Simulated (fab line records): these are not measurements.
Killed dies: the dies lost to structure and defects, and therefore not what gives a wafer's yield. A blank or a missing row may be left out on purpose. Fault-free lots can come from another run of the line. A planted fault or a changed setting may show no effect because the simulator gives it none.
fab line records | flow n5Finfet
record: lots: 8 wafers: 24 lastDay: 17
route steps=1938 shown STI_FIN_REVEAL@207 DUMMY_GATE@234 BEOL_M4@1111 PASSIVATION@1936
lots with no fault: from the same line, run without faults
startH: hours from the record's first day to the start of the lot's first wafer shown | waitH: hours from the lot's prior step to this one | " unchanged from the row above | L1.1+2: several wafers, shown together as one row | - no value, or no start was given | * or withheld: withheld | < > ~ a bound
route shown NAME@n: NAME is a module with steps in the file, n the number in the route of the first one | usual: mean/standard deviation of fault-free wafers | same: alike in all rows | chamber/n: place in a boat | sites: the reading at each site | _std_site: how widely they spread, as a standard deviation | _edge_site: outer sites' mean less inner sites' | radiusMm: for every site, how far away it sits from the centre of the wafer | mask NAME#n: copy n | behind: the most recent tool/chamber to have shaped the wafer | hold: the reason the lot was held/the length of the hold in hours/how it ended | device: the transistor (n, p or np) that didn't switch | end of line: at the end of the route, the tests of the same wafers | for a step that has no rows: nothing shown but its recipe | killed: at the first sort, the dies lost to defects and structure; wafer yield is something else | map: a wafer's dies, marking killed ones x, the rest . and places with no die _
set.NAME: the run value of the setting; set.NAME@STEP: its run value at that earlier step | model.NAME: the simulator's own value behind a step, which no gauge read
route steps across a sampled set of lots; one table per step, one row per wafer
services: when a tool's chamber went out of use (startH, in hours from the record's first day, below 0 if earlier), for how many hours, and the reason
== steps ==
step: N5_STI_FIN_REVEAL_CD_MEAS_22
recipe: targetCdNm: 6.238 pitchNm: 28 polarity: line
usual: cdNm: 6.23/0.2
columns lot.wafer tool chamber startH waitH cdNm
L423.1 cdSem-01 - 63.30 0.0 6.20
L423.5 " - " " 6.65
L423.6 " - " " 6.25
L427.1 cdSem-02 - 80.57 0.0 6.42
L427.2 " - " " 5.94
L427.5 " - " " 6.15
L432.1 cdSem-01 - 110.54 0.0 5.96
L432.3 " - " " 6.04
L432.4 " - " " 6.06
L433.3 cdSem-02 - 114.56 0.0 6.30
L433.5 " - " " 6.01
L433.6 " - " " 6.37
L439.1 cdSem-02 - 151.58 0.0 6.30
L439.4 " - " " 6.21
L439.6 " - " " 6.06
L440.1 cdSem-01 - 156.29 0.0 6.07
L440.5 " - " " 6.41
L440.6 " - " " 6.09
L441.3 cdSem-02 - 163.27 0.0 6.90
L441.5 " - " " 6.59
L441.6 " - " " 6.36
L442.1 cdSem-01 - 170.69 0.0 6.35
L442.3 " - " " 6.25
L442.5 " - " " 5.79
step: N5_STI_FIN_REVEAL_FIN_H_MEAS_10
usual: trenchDepthNm: 52.0/0.58
columns lot.wafer tool chamber startH waitH trenchDepthNm
L423.1 ocd-02 - 63.33 0.0 52.7
L423.5 " - " " 53.7
L423.6 " - " " 53.0
L427.1 ocd-01 - 80.60 0.0 52.6
L427.2 " - " " 51.0
L427.5 " - " " 52.5
L432.1 ocd-02 - 110.57 0.0 52.5
L432.3 " - " " 52.3
L432.4 " - " " 52.2
L433.3 ocd-02 - 114.59 0.0 53.0
L433.5 " - " " 53.1
L433.6 " - " " 52.3
L439.1 ocd-01 - 151.61 0.0 52.0
L439.4 " - " " 51.8
L439.6 " - " " 52.8
L440.1 ocd-02 - 156.33 0.0 51.3
L440.5 " - " " 51.6
L440.6 " - " " 52.4
L441.3 ocd-01 - 163.30 0.0 51.8
L441.5 " - " " 51.4
L441.6 " - " " 52.1
L442.1 ocd-01 - 170.72 0.0 51.5
L442.3 " - " " 52.0
L442.5 " - " " 51.6
step: N5_DUMMY_GATE_DESCUM_20
recipe: chemistry: O2 timeS: 6.2 sourcePowerW: 50 biasPowerW: 20 pressureMtorr: 20 rfFrequencyHz: 2.712e+07 tempC: 40 resist: CAR-EUV o2FlowSccm: 225
usual: chamberPressureMTorr: 19.999/0.018 drypumpMotorCurrentA: 5.8/0.52 oesProductAu: 0.75/0.05 rfVppV: 242.9/1.2 showerheadPlenumPTorr: 2.08/0.064 throttleValvePct: 20.54/0.22
columns lot.wafer tool chamber startH waitH chamberPressureMTorr drypumpMotorCurrentA oesProductAu rfHoursCounterH rfVppV showerheadPlenumPTorr throttleValvePct
L423.1 rieDiel-04 1 72.15 0.0 19.968 6.6 0.80 128 242.2 2.02 20.55
L423.5 " 1 " " 20.032 6.6 0.81 - 242.2 2.02 20.54
L423.6 " 0 " " 20.012 6.1 0.75 - 244.3 2.10 20.53
L427.1 rieDiel-04 3 89.95 0.1 20.025 5.7 0.71 215 241.1 1.98 20.77
L427.2 " 2 " " 20.023 5.5 0.79 141 244.8 2.19 20.47
L427.5 " 0 " " 20.024 6.1 0.74 - 242.7 2.10 20.55
L432.1 rieDiel-04 0 119.82 0.0 19.990 6.1 0.74 161 243.8 2.09 20.57
L432.3 " 2 " " 19.992 5.5 0.77 149 244.8 2.19 20.49
L432.4 " 3 " " 20.021 5.6 0.70 220 242.8 1.98 20.78
L433.3 rieDiel-04 0 123.41 0.0 20.006 6.1 0.74 162 243.0 2.09 20.56
L433.5 " 3 " " 19.997 5.7 0.72 - 241.4 1.98 20.80
L433.6 " 2 " " 20.007 5.5 0.77 - 242.8 2.19 20.47
L439.1 rieDiel-04 1 164.09 0.0 19.969 6.7 0.78 155 242.1 2.01 20.59
L439.4 " 3 " " 20.043 5.7 0.70 235 241.6 1.97 20.80
L439.6 " 3 " " 19.997 5.7 0.70 - 240.7 1.97 20.82
L440.1 rieDiel-02 1 168.92 0.0 20.031 5.9 0.96 4 245.0 2.22 19.97
L440.5 " 2 " " 20.007 5.6 0.76 - 243.0 2.11 20.25
L440.6 " 3 " " 19.999 4.8 0.74 - 243.4 2.09 20.67
L441.3 rieDiel-02 0 173.98 0.0 19.997 6.0 0.72 215 241.8 2.07 20.84
L441.5 " 3 " " 20.013 4.8 0.74 - 243.5 2.09 20.67
L441.6 " 2 " " 19.982 5.6 0.75 - 243.0 2.11 20.24
L442.1 rieDiel-02 0 179.56 0.0 20.010 6.0 0.71 216 241.4 2.07 20.82
L442.3 " 3 " " 20.004 4.8 0.72 185 241.3 2.09 20.64
L442.5 " 2 " " 19.986 5.6 0.75 - 244.3 2.11 20.27
step: N5_DUMMY_GATE_ETCH_37
recipe: chemistry: N2/H2 target: SOC targetDepthA: 600 overetchA: 300 tempC: 40 ionEnergyEv: 200 pressureMtorr: 30 sourceW: 840 biasW: 150 n2FlowSccm: 200 h2FlowSccm: 200
usual: biasW: 149.9/0.46 chamberPressureMTorr: 30.004/0.026 drypumpMotorCurrentA: 5.8/0.52 n2FlowSccm: 200.0/0.54 oesProductAu: 0.59/0.039 rfVppV: 523.5/2.2 showerheadPlenumPTorr: 2.53/0.077 throttleValvePct: 17.92/0.22
columns lot.wafer tool chamber startH waitH biasW chamberPressureMTorr drypumpMotorCurrentA n2FlowSccm oesProductAu rfHoursCounterH rfVppV showerheadPlenumPTorr throttleValvePct
L423.1 rieDiel-04 1 72.29 0.0 150.1 30.031 6.6 199.5 0.63 128 521.8 2.45 17.98
L423.5 " 1 " " 149.9 30.017 6.6 200.9 0.63 - 521.4 2.45 17.97
L423.6 " 0 " " 150.1 30.000 6.1 199.3 0.59 - 523.9 2.54 17.79
L427.1 rieDiel-04 3 90.10 0.0 150.4 29.999 5.6 200.0 0.57 215 519.4 2.41 18.10
L427.2 " 2 " " 150.2 29.997 5.5 200.3 0.62 141 526.8 2.65 17.78
L427.5 " 0 " " 150.1 30.031 6.1 200.3 0.59 - 523.9 2.53 17.79
L432.1 rieDiel-04 0 119.97 0.0 - - - - - - - - -
L432.3 " 2 " " - - - - - - - - -
L432.4 " 3 " " - - - - - - - - -
L433.3 rieDiel-04 0 123.55 0.0 - - - - - - - - -
L433.5 " 3 " " - - - - - - - - -
L433.6 " 2 " " - - - - - - - - -
L439.1 rieDiel-04 1 164.23 0.0 149.4 30.029 6.6 200.4 0.61 155 521.2 2.44 18.04
L439.4 " 3 " " 149.9 29.990 5.7 199.7 0.55 235 521.0 2.40 18.13
L439.6 " 3 " " 150.1 29.996 5.7 200.3 0.55 - 520.4 2.40 18.11
L440.1 rieDiel-02 1 169.06 0.0 149.7 29.995 5.9 201.0 0.77 4 527.3 2.72 17.44
L440.5 " 2 " " 149.6 30.077 5.6 200.4 0.60 - 524.7 2.56 17.62
L440.6 " 3 " " 150.2 30.009 4.8 200.3 0.59 - 523.7 2.53 18.04
L441.3 rieDiel-02 0 174.12 0.0 149.7 30.010 6.0 200.4 0.56 215 524.2 2.52 18.31
L441.5 " 3 " " 150.0 29.966 4.8 200.0 0.59 - 523.5 2.53 18.04
L441.6 " 2 " " 149.9 30.022 5.6 199.7 0.60 - 524.4 2.56 17.60
L442.1 rieDiel-02 0 179.70 0.0 150.0 29.984 6.0 199.2 0.57 216 524.9 2.52 18.29
L442.3 " 3 " " 149.7 30.013 4.8 199.3 0.58 185 523.4 2.53 18.06
L442.5 " 2 " " 150.1 30.025 5.6 199.6 0.59 - 524.9 2.56 17.62
step: N5_DUMMY_GATE_CD_MEAS_50
recipe: targetCdNm: 14
usual: cdNm: 14.00/0.27
columns lot.wafer tool chamber startH waitH cdNm
L423.1 cdSem-02 - 72.60 0.0 13.79
L423.5 " - " " 13.99
L423.6 " - " " 14.01
L427.1 cdSem-02 - 90.40 0.0 13.98
L427.2 " - " " 14.82
L427.5 " - " " 14.09
L432.1 cdSem-02 - 120.20 0.0 -
L432.3 " - " " -
L432.4 " - " " -
L433.3 cdSem-01 - 123.79 0.0 -
L433.5 " - " " -
L433.6 " - " " -
L439.1 cdSem-02 - 164.46 0.0 13.98
L439.4 " - " " 14.14
L439.6 " - " " 13.70
L440.1 cdSem-02 - 169.29 0.0 13.60
L440.5 " - " " 14.01
L440.6 " - " " 13.69
L441.3 cdSem-01 - 174.36 0.0 14.16
L441.5 " - " " 13.61
L441.6 " - " " 14.35
L442.1 cdSem-02 - 180.07 0.0 13.79
L442.3 " - " " 13.92
L442.5 " - " " 14.01
step: N5_DUMMY_GATE_ETCH_31
recipe: chemistry: C4F6/O2 target: SiO2 maskMaterial: SOC targetDepthA: 825 timeS: 27.5 ionEnergyEv: 250 pressureMtorr: 30 sourceW: 345 biasW: 185 Ar_flow_sccm: 300 C4F6_flow_sccm: 10 O2_flow_sccm: 10
usual: C4F6_flow_sccm: 9.998/0.03 O2_flow_sccm: 10.003/0.029 chamberPressureMTorr: 30.000/0.026 drypumpMotorCurrentA: 5.8/0.54 oesProductAu: 0.74/0.039 rfVppV: 667/7.3 showerheadPlenumPTorr: 2.82/0.063 throttleValvePct: 21.30/0.21
columns lot.wafer tool chamber startH waitH C4F6_flow_sccm O2_flow_sccm chamberPressureMTorr drypumpMotorCurrentA oesProductAu rfHoursCounterH rfVppV showerheadPlenumPTorr throttleValvePct
L423.1 rieDiel-05 1 72.65 0.0 10.027 9.959 29.969 6.7 0.73 173 676 2.83 21.32
L423.5 " 3 " " 10.008 10.021 29.993 5.6 0.74 - 674 2.83 21.59
L423.6 " 0 " " 10.025 10.033 29.987 5.4 0.71 - 670 2.82 21.21
L427.1 rieDiel-05 2 90.45 0.0 9.977 9.985 29.989 5.5 0.71 215 660 2.81 21.08
L427.2 " 1 " " 9.967 10.033 30.041 6.7 0.73 179 677 2.83 21.36
L427.5 " 1 " " 9.986 10.030 29.979 6.7 0.73 - 674 2.83 21.35
L432.1 rieDiel-02 3 120.25 0.0 10.055 9.999 29.970 4.8 0.28 165 661 2.85 20.96
L432.3 " 0 " " 10.041 9.995 29.996 6.1 0.27 196 664 2.82 21.11
L432.4 " 1 " " 10.020 9.962 29.969 5.9 0.26 244 663 2.70 20.73
L433.3 rieDiel-05 1 123.87 0.1 10.035 9.994 30.013 6.7 0.27 190 676 2.82 20.93
L433.5 " 0 " " 10.014 9.997 29.983 5.4 0.27 - 671 2.82 20.81
L433.6 " 1 " " 10.037 10.012 30.029 6.7 0.27 - 676 2.82 20.93
L439.1 rieDiel-05 3 164.51 0.0 9.979 9.997 29.989 5.6 0.71 195 674 2.82 21.65
L439.4 " 2 " " 10.011 10.047 29.990 5.5 0.70 238 659 2.80 21.11
L439.6 " 1 " " 10.010 9.984 29.988 6.7 0.71 - 676 2.82 21.39
L440.1 rieDiel-05 1 169.34 0.0 9.992 10.009 29.959 6.7 0.71 204 675 2.82 21.40
L440.5 " 0 " " 9.993 9.972 29.992 5.4 0.69 - 672 2.81 21.26
L440.6 " 3 " " 10.036 9.984 30.023 5.6 0.71 - 675 2.82 21.63
L441.3 rieDiel-05 1 174.40 0.0 9.964 10.055 30.002 6.7 0.71 205 674 2.82 21.39
L441.5 " 3 " " 10.019 10.061 30.043 5.6 0.71 - 676 2.82 21.65
L441.6 " 2 " " 10.019 9.981 29.954 5.5 0.70 - 659 2.80 21.11
L442.1 rieDiel-05 0 180.18 0.1 10.001 10.089 29.994 5.4 0.69 214 669 2.81 21.27
L442.3 " 2 " " 9.959 9.944 30.025 5.5 0.70 242 659 2.80 21.11
L442.5 " 1 " " 9.995 9.979 29.995 6.7 0.70 - 675 2.81 21.41
step: N5_BEOL_M4_RC_MEAS_101
usual: DIBL_N: 36.3/1.2 DIBL_P: 36.3/1.4 IOFF_N: 0.157/0.02 IOFF_P: 0.22/0.033 ION_N: 675/9.6 ION_P: 465/8.2 SS_N: 71.4/0.45 SS_P: 73.3/0.54 VT_N: 249.8/2.5 VT_P: -249/3.2
columns lot.wafer tool chamber startH waitH DIBL_N[mV/V] DIBL_P[mV/V] IOFF_N[nA/um] IOFF_P[nA/um] ION_N[uA/um] ION_P[uA/um] SS_N[mV/dec] SS_P[mV/dec] VT_N[mV] VT_P[mV]
L423.1 prober-01 0 215.64 0.0 36.5 35.2 0.145 0.20 677 465 71.7 73.1 253.5 -251
L423.5 " 0 " " 37.5 37.4 0.176 0.24 690 477 71.7 73.4 246.0 -247
L423.6 " 0 " " 36.6 34.6 0.138 0.19 674 460 71.2 73.4 252.7 -251
L427.1 prober-02 0 234.49 0.0 37.6 37.5 0.184 0.22 686 470 71.3 73.1 244.6 -247
L427.2 " 0 " " 35.8 34.8 0.135 0.17 662 449 71.1 72.5 250.2 -251
L427.5 " 0 " " 35.3 34.3 0.135 0.17 664 458 71.0 72.0 251.1 -251
L439.1 prober-02 0 300.57 0.2 35.0 35.5 0.126 0.18 653 459 70.5 72.8 254.0 -251
L439.4 " 0 " " 35.4 36.4 0.127 0.19 661 460 71.3 73.2 254.7 -251
L439.6 " 0 " " 34.6 35.6 0.115 0.18 658 459 70.8 73.1 254.7 -252
L442.1 prober-01 0 307.20 0.0 35.7 36.1 0.147 0.25 673 469 71.2 73.3 249.2 -246
L442.3 " 0 " " 37.4 37.9 0.182 0.28 675 473 71.5 74.0 246.1 -245
L442.5 " 0 " " 36.5 36.6 0.170 0.26 667 464 71.8 73.9 247.4 -246
L440.1 prober-02 0 308.98 0.0 38.3 38.4 0.206 0.26 675 463 72.1 74.6 247.8 -247
L440.5 " 0 " " 37.7 38.6 0.195 0.26 675 467 72.2 73.5 247.5 -249
L440.6 " 0 " " 38.1 38.6 0.199 0.26 692 474 71.5 73.9 244.4 -245
L441.3 prober-02 0 315.34 0.3 37.2 37.3 0.186 0.26 691 481 71.4 74.0 247.1 -246
L441.5 " 0 " " 37.1 36.7 0.174 0.25 683 473 71.6 74.1 249.6 -247
L441.6 " 0 " " 35.9 34.6 0.154 0.22 689 474 70.7 73.9 253.2 -250
step: N5_PASSIVATION_PROBE_49
usual: defectLimitedYield: 91.1/1.4 killed_at_M0_to_M3: 33/10 killed_at_M4_up: 15/5.8 killedAtContacts: 13/5.9 killedAtFrontEnd: 39/11 killedAtOther: 4/3.6 killedDies: 105/16 killedOnRim: 13/3.7 killedOpen: 68/11 killedShort: 34/7.8 sort_bin_5_function: 5.2/0.88 sort_bin_6_memory: 3.3/0.61 sortNPass: 1075/16 sortYieldPct: 91.1/1.4
same: grossDies: 1180 killedAtBackSide: 0 sort_bin_4_leakage[%]: 0 sort_bin_8_speed[%]: 0
columns lot.wafer tool chamber startH waitH defectLimitedYield[%] killed_at_M0_to_M3 killed_at_M4_up killedAtContacts killedAtFrontEnd killedAtOther killedDies killedOnRim killedOpen killedShort sort_bin_5_function[%] sort_bin_6_memory[%] sortNPass sortYieldPct[%]
L433.3 prober-01 - 358.42 0.1 0 33 11 4 1122 10 1180 152 60 33 96.5 3.1 0 0
L433.5 prober-01 - 358.52 0.2 0 50 9 6 1107 8 1180 152 55 44 96.1 3.6 0 0
L433.6 prober-01 - 358.57 0.3 0 28 23 18 1103 8 1180 152 69 29 96.4 3.1 0 0
L432.1 prober-02 - 371.76 0.0 0 40 8 14 1103 15 1180 152 65 45 96.0 3.5 0 0
L432.3 prober-02 - 371.86 0.1 0 35 16 8 1114 7 1180 152 75 37 95.8 3.7 0 0
L432.4 prober-02 - 371.91 0.2 0 56 15 8 1094 7 1180 152 83 49 95.7 4.1 0 0
killed by level:class
L433.3 DUMMY_GATE:areaEtch=1087 BEOL_M2:geometricParticle:open=15 FIN_SAQP:geometricParticle:open=10 FIN_SAQP:geometricParticle:short=8 BEOL_M1:geometricParticle:open=6 BEOL_M4:geometricParticle:open=5 GATE_CUT:geometricParticle:short=4 BEOL_M2:geometricParticle:short=4
L433.5 DUMMY_GATE:areaEtch=1080 BEOL_M0_SAQP:geometricParticle:short=17 BEOL_M1:geometricParticle:open=11 BEOL_M2:geometricParticle:open=11 BEOL_M0_SAQP:geometricParticle:open=7 FIN_SAQP:geometricParticle:short=6 FIN_SAQP:geometricParticle:open=6 BEOL_M2:geometricParticle:short=4
L433.6 DUMMY_GATE:areaEtch=1082 BEOL_M4:geometricParticle:open=17 MOL_CONTACT_COAG:geometricParticle:open=12 BEOL_M2:geometricParticle:open=9 MOL_CONTACT_COAG:geometricParticle:short=6 DUMMY_GATE:geometricParticle:open=5 BEOL_M0_SAQP:geometricParticle:short=5 BEOL_M1:geometricParticle:open=4
L432.1 DUMMY_GATE:areaEtch=1070 MOL_CONTACT_COAG:geometricParticle:open=11 BEOL_M0_SAQP:geometricParticle:short=11 FIN_SAQP:geometricParticle:open=8 BEOL_M3:geometricParticle:open=8 BEOL_M0_SAQP:geometricParticle:open=7 BEOL_M3:geometricParticle:short=6 FIN_SAQP:geometricParticle:short=5
L432.3 DUMMY_GATE:areaEtch=1067 FIN_SAQP:geometricParticle:open=16 BEOL_M0_SAQP:geometricParticle:open=8 BEOL_M0_SAQP:geometricParticle:short=8 FIN_SAQP:geometricParticle:short=7 BEOL_M3:geometricParticle:open=7 STI_FIN_REVEAL:geometricParticle:open=6 MOL_CONTACT_COAG:geometricParticle:open=6
L432.4 DUMMY_GATE:areaEtch=1048 BEOL_M0_SAQP:geometricParticle:open=16 FIN_SAQP:geometricParticle:short=15 BEOL_M0_SAQP:geometricParticle:short=15 BEOL_M3:geometricParticle:open=13 FIN_SAQP:geometricParticle:open=10 MOL_CONTACT_COAG:geometricParticle:open=8 DUMMY_GATE:geometricParticle:open=6
== services ==
columns tool chamber startH hours kind
rieDiel-02 3 86.41 11.3 repair
rieDiel-04 3 97.35 10.8 repair
rieDiel-04 - 100.48 4.0 repair
rieDiel-02 1 137.73 - clean
rieDiel-02 1 137.73 - consumableReplace:focusRing
rieDiel-02 1 137.73 - consumableReplace:showerhead
rieDiel-02 - 139.51 0.9 repair
== key ==
firstSign: step: N5_DUMMY_GATE_ETCH_37 reading: toolRecord direction: missing
effect: step: N5_DUMMY_GATE_CD_MEAS_50 reading: cdNm direction: missing
effect: step: N5_DUMMY_GATE_ETCH_31 reading: oesProductAu direction: down sigmas: 12 usual: 0.74 struck: 0.27
effect: step: N5_PASSIVATION_PROBE_49 reading: sort_bin_5_function direction: up sigmas: 99+ usual: 5.2 struck: 96.1
moreKillsBornAt: N5_DUMMY_GATE_ETCH_37@rieDiel-04: 6434
metAt N5_DUMMY_GATE_ETCH_37
struckLots L432,L433
laterRowsLeftOut L432.1,L432.3,L432.4,L433.3,L433.5,L433.6
notActingAt N5_STI_FIN_REVEAL_CD_MEAS_22,N5_STI_FIN_REVEAL_FIN_H_MEAS_10,N5_DUMMY_GATE_DESCUM_20
onsetBetween 90.10 119.97
fault: kind: skippedStepWhole tool: rieDiel-04 chamber: - onsetH: 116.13 steps: N5_DUMMY_GATE_ETCH_37 scope: struckLotsOnly
laterRowsLeftOut: the simulator's readings of these wafers behind a module that went badly wrong aren't trusted and aren't shown, but for the sort
